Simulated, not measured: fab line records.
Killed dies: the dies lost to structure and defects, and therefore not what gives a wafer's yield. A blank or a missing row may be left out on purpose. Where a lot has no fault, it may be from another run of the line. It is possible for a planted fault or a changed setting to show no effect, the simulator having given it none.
Which tool is to blame?	flow nand_harc	18 wafers from 6 lots sampled at 3 of the route's 1302 steps

## WHAT THE GAUGES READ, wafer by wafer
NHARC_P_GATE_CD_MEAS_26: target cd 120 nm.
lot	measured	on	cd_nm (nm)
L472	day 5 20:32	cd_sem-01	119.3 119.7 117.6
L474	day 6 17:07	cd_sem-02	119.8 119.9 120.2
L477	day 7 21:38	cd_sem-03	121.0 119.9 119.6
L480	day 9 10:59	cd_sem-01	119.9 120.3 118.9
L488	day 12 10:40	cd_sem-01	119.5 120.3 119.5
L492	day 14 05:29	cd_sem-01	120.8 120.2 121.4

## TOOL THAT RAN EACH LOT (tool first, then ch and the chambers of the sampled wafers, then the start)
lot	NHARC_P_ZERO_WELL_RTA_42	NHARC_P_GATE_EXPOSE_23
L472	rtp_anneal-01 ch 0, day 2 23:15	arfi_scanner-02 ch 0, day 5 20:25
L474	rtp_anneal-02 ch 0, day 3 19:00	arfi_scanner-01 ch 0, day 6 16:58
L477	rtp_anneal-02 ch 0, day 5 01:02	arfi_scanner-03 ch 0, day 7 21:29
L480	rtp_anneal-02 ch 0, day 6 06:58	arfi_scanner-02 ch 0, day 9 10:50
L488	rtp_anneal-01 ch 0, day 9 14:59	arfi_scanner-02 ch 0, day 12 10:32
L492	rtp_anneal-01 ch 0, day 11 07:05	arfi_scanner-02 ch 0, day 14 05:20
- NHARC_P_ZERO_WELL_RTA_42: time 300 s.
- NHARC_P_GATE_EXPOSE_23: exposes mask P GATE, target cd 120 nm.

## THE ANSWER, worked out from the rows above alone
Rule: usual is defined by the lots themselves. The widest of any qualifying gaps counts: lots, ordered by their means at a reading, are off when they make up no more than a third of the lots, leave a main group of 4 or more, and stand apart from it by 3 or more times the standard deviation of that group's means. If all means in a main group match to the digits the tables above print for the reading, that group is not used. A lot without any number at a reading at which 4 lots or more have one is off too. Where the step has rows for the other lots, those lots are counted as sound.
None of the lots is off at any reading shown; this tells nothing.

## WHAT WAS PUT IN BY THE SIMULATOR
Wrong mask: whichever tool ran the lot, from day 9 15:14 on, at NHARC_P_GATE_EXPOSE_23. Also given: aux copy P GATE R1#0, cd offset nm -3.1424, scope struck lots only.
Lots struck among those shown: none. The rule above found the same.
